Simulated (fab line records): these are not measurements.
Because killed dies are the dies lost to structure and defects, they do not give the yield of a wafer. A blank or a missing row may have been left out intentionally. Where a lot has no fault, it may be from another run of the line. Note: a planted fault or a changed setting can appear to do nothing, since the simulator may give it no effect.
The same fault as seen by 2 desks || flow nandHarc || each desk has only its own numbers; what lay behind them comes last

== THE DEFECT DESK ==
What the inspections along the route counted, lot by lot: means of the sampled wafers that have a number. The brackets show how far a lot's mean lies from the usual mean; more than 4 standard deviations puts the lot out of limits, marked OUT.
Columns: A = rawDefectCount at NHARC_P_BONDPAD_INSPECT_23, usual 353
{"lot": "L837", "first seen here": "day 6 10:47", "A": 340}
{"lot": "L838", "first seen here": "day 6 22:07", "A": 257}
{"lot": "L840", "first seen here": "day 7 04:56", "A": 408}
{"lot": "L841", "first seen here": "day 7 05:42", "A": 323}
{"lot": "L839", "first seen here": "day 7 06:16", "A": 407}
{"lot": "L843", "first seen here": "day 8 02:32", "A": 302}
{"lot": "L846", "first seen here": "day 8 14:57", "A": 295}
{"lot": "L847", "first seen here": "day 8 22:25", "A": 297}
{"lot": "L848", "first seen here": "day 9 15:57", "A": 341}
{"lot": "L849", "first seen here": "day 9 16:43", "A": 405}
{"lot": "L851", "first seen here": "day 10 08:46", "A": 346}
{"lot": "L852", "first seen here": "day 10 09:23", "A": 464}
{"lot": "L854", "first seen here": "day 10 23:52", "A": 166}
{"lot": "L860", "first seen here": "day 12 08:06", "A": 333}
This desk's verdict: no lot among the 14 shows anything out of limits.

== FROM THE METROLOGY DESK ==
Lot by lot, what the gauges showed, no matter which tool ran the lot: averages of those sampled wafers that carry a number. The brackets show how far a lot's mean lies from the usual mean; more than 4 standard deviations puts the lot out of limits, marked OUT.
Columns: A = cdNm at NHARC_A_ZERO_WELL_CD_MEAS_10, usual 2000.9 nm; B = thkNm at NHARC_A_SOURCE_PLATE_THK_MEAS_09, usual 9.8 nm; C = thkNm at NHARC_A_ONON_D1_THK_MEAS_02, usual 1001 nm
{"lot": "L837", "first seen here": "day 6 12:11", "A": 1999.3, "B": 10.2, "C": 1005}
{"lot": "L838", "first seen here": "day 6 23:29", "A": 1999.4, "B": 9.5, "C": 997}
{"lot": "L840", "first seen here": "day 7 06:12", "A": 2000.0, "B": 11.0, "C": 1000}
{"lot": "L841", "first seen here": "day 7 07:01", "A": 2001.5, "B": 9.0, "C": 1006}
{"lot": "L839", "first seen here": "day 7 07:28", "A": 2001.7, "B": 8.9, "C": 1000}
{"lot": "L843", "first seen here": "day 8 03:51", "A": 2002.1, "B": 9.7, "C": 1005}
{"lot": "L846", "first seen here": "day 8 16:08", "A": 2003.9, "B": 9.6, "C": 1010}
{"lot": "L847", "first seen here": "day 8 23:35", "A": 2000.3, "B": 10.0, "C": 1002}
{"lot": "L848", "first seen here": "day 9 17:16", "A": 1999.3, "B": 8.8, "C": 989}
{"lot": "L849", "first seen here": "day 9 18:11", "A": 2001.2, "B": 8.9, "C": 1009}
{"lot": "L851", "first seen here": "day 10 10:05", "A": 2001.9, "B": 10.2, "C": 1004}
{"lot": "L852", "first seen here": "day 10 10:34", "A": 2001.8, "B": 9.1, "C": 998}
{"lot": "L854", "first seen here": "day 11 01:12", "A": 1998.3, "B": 8.6, "C": "1212 (+35) OUT"}
{"lot": "L860", "first seen here": "day 12 09:17", "A": 2001.5, "B": 10.2, "C": "1291 (+48) OUT"}
Finding of this desk: L854, L860 out of limits; the first was L854 at day 12 00:16, on thkNm at NHARC_A_ONON_D1_THK_MEAS_02. Within limits: L837, L838, L840, L841, L839, L843, L846, L847, L848, L849, L851, L852.

== ALL TOGETHER ==
Metrology desk: alarm possible at day 12 00:16 on L854, L860.
Nothing the defect desk looked at was out of limits.
The defect desk has L854, L860 on record, within its limits.
All the named lots went through NHARC_A_ONON_D1_DEP_00 on pecvdOnon-01.

== WHAT HAD BEEN PUT IN BY THE SIMULATOR ==
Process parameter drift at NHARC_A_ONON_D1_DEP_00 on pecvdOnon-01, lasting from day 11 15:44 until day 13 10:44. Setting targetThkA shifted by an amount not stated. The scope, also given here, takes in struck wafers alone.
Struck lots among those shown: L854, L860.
Delay in hours, fault start to first out-of-limits reading, per desk: metrology desk 9.
